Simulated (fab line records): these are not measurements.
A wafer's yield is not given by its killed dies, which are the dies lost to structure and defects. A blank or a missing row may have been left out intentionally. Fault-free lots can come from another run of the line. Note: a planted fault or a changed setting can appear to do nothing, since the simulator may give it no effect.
Lot-split experiment :: flow n5-finfet :: 21 wafers read from 7 lots, route of 1938 steps

THE SPLIT ITSELF
At N5_BEOL_M1_CMP_52 (polishes, stops on SiOC, t overpolish 6.8 s, target thk 40 nm), the setting down-force-psi was moved away from the recipe's 1 psi on 9 of the 21 wafers read, by -21.2% to +11.0%. For the rest of the wafers, this setting stayed at what the recipe calls for.

Reading taken at the split's own step.

THE READING
barrier-field-endpoint-s, in s, at N5_BEOL_M1_CMP_52 (polishes, stops on SiOC, t overpolish 6.8 s, target thk 40 nm). Fault-free wafers of this fab line usually give 24.5 s, standard deviation 0.53 s.

wafer: L083.3
tool, chamber at the split: cmp-04, 1
down-force-psi as run, psi: 1
against the recipe: recipe
barrier-field-endpoint-s, s: 23.4
against lot-mates on the recipe: -

wafer: L083.4
tool, chamber at the split: cmp-04, 3
down-force-psi as run, psi: 1
against the recipe: recipe
barrier-field-endpoint-s, s: 23.6
against lot-mates on the recipe: -

wafer: L083.5
tool, chamber at the split: cmp-04, 2
down-force-psi as run, psi: 1
against the recipe: recipe
barrier-field-endpoint-s, s: 24.3
against lot-mates on the recipe: -

wafer: L086.1
tool, chamber at the split: cmp-01, 0
down-force-psi as run, psi: 1
against the recipe: recipe
barrier-field-endpoint-s, s: 24.6
against lot-mates on the recipe: -

wafer: L086.2
tool, chamber at the split: cmp-01, 1
down-force-psi as run, psi: 1.11
against the recipe: +11.0%
barrier-field-endpoint-s, s: 21.8
against lot-mates on the recipe: -2.8

wafer: L086.5
tool, chamber at the split: cmp-01, 0
down-force-psi as run, psi: 1.11
against the recipe: +11.0%
barrier-field-endpoint-s, s: 22.2
against lot-mates on the recipe: -2.4

wafer: L087.2
tool, chamber at the split: cmp-04, 2
down-force-psi as run, psi: 1
against the recipe: recipe
barrier-field-endpoint-s, s: 24.5
against lot-mates on the recipe: -

wafer: L087.1
tool, chamber at the split: cmp-04, 0
down-force-psi as run, psi: 0.8815
against the recipe: -11.9%
barrier-field-endpoint-s, s: 27.6
against lot-mates on the recipe: +3.1

wafer: L087.6
tool, chamber at the split: cmp-04, 2
down-force-psi as run, psi: 0.8815
against the recipe: -11.9%
barrier-field-endpoint-s, s: 28.1
against lot-mates on the recipe: +3.6

wafer: L089.3
tool, chamber at the split: cmp-04, 3
down-force-psi as run, psi: 0.788
against the recipe: -21.2%
barrier-field-endpoint-s, s: 30.2
against lot-mates on the recipe: +5.9

wafer: L089.6
tool, chamber at the split: cmp-04, 0
down-force-psi as run, psi: 1
against the recipe: recipe
barrier-field-endpoint-s, s: 24.8
against lot-mates on the recipe: -

wafer: L089.5
tool, chamber at the split: cmp-04, 1
down-force-psi as run, psi: 1
against the recipe: recipe
barrier-field-endpoint-s, s: 23.8
against lot-mates on the recipe: -

wafer: L090.2
tool, chamber at the split: cmp-04, 0
down-force-psi as run, psi: 1
against the recipe: recipe
barrier-field-endpoint-s, s: 24.1
against lot-mates on the recipe: -

wafer: L090.3
tool, chamber at the split: cmp-04, 1
down-force-psi as run, psi: 1
against the recipe: recipe
barrier-field-endpoint-s, s: 24.3
against lot-mates on the recipe: -

wafer: L090.6
tool, chamber at the split: cmp-04, 1
down-force-psi as run, psi: 1
against the recipe: recipe
barrier-field-endpoint-s, s: 24.5
against lot-mates on the recipe: -

wafer: L092.1
tool, chamber at the split: cmp-01, 1
down-force-psi as run, psi: 1.097
against the recipe: +9.7%
barrier-field-endpoint-s, s: 22.2
against lot-mates on the recipe: -2.1

wafer: L092.2
tool, chamber at the split: cmp-01, 2
down-force-psi as run, psi: 1
against the recipe: recipe
barrier-field-endpoint-s, s: 24.3
against lot-mates on the recipe: -

wafer: L092.5
tool, chamber at the split: cmp-01, 3
down-force-psi as run, psi: 1.097
against the recipe: +9.7%
barrier-field-endpoint-s, s: 22.1
against lot-mates on the recipe: -2.2

wafer: L096.1
tool, chamber at the split: cmp-01, 0
down-force-psi as run, psi: 1
against the recipe: recipe
barrier-field-endpoint-s, s: 25.3
against lot-mates on the recipe: -

wafer: L096.3
tool, chamber at the split: cmp-01, 2
down-force-psi as run, psi: 1.062
against the recipe: +6.2%
barrier-field-endpoint-s, s: 23.8
against lot-mates on the recipe: -1.5

wafer: L096.5
tool, chamber at the split: cmp-01, 0
down-force-psi as run, psi: 1.062
against the recipe: +6.2%
barrier-field-endpoint-s, s: 23.9
against lot-mates on the recipe: -1.4

THE FIT
A straight line over all 21 wafers: barrier-field-endpoint-s changes by -0.25 s for each +1% of down-force-psi; r = -0.96; the points scatter about the line by 0.56 s.
The same after taking each lot's own level away (the mean of its wafers on the recipe; 21 wafers): -0.261 s for each +1%; r = -0.99; scatter 0.3 s.
The reading moves by 5.5 s for the largest change in down-force-psi, on that fit.
From 23.77 to 25.30 s: that is the span of the lots' own levels, equal to 2.9 times the standard deviation above.
Consequently the slope shifts little with the lot-to-lot level, the two slopes agreeing.
Check: with one of the wafers moved furthest among these (-21.2%) left out of the fit, the line predicts +5.45 s for it against its lot-mates. It came out at +5.9 s against them.
Tool readings at the split's step, against how far the setting was moved: barrier-field-endpoint-s r = -0.96.

FURTHER SPLITS ON THESE WAFERS
These wafers also went through other splits before the reading. Each is held against what the fit with the lots' levels taken away leaves over:
other split on the same wafers: N5_BEOL_M1_COAT_61 spin-rpm
wafers away from the commonest value: 5
r with barrier-field-endpoint-s (lot level and that fit taken away): +0.04

FILE'S OWN FIT
barrier-field-endpoint-s changes by -0.264 s for each +1% of down-force-psi, r = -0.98.
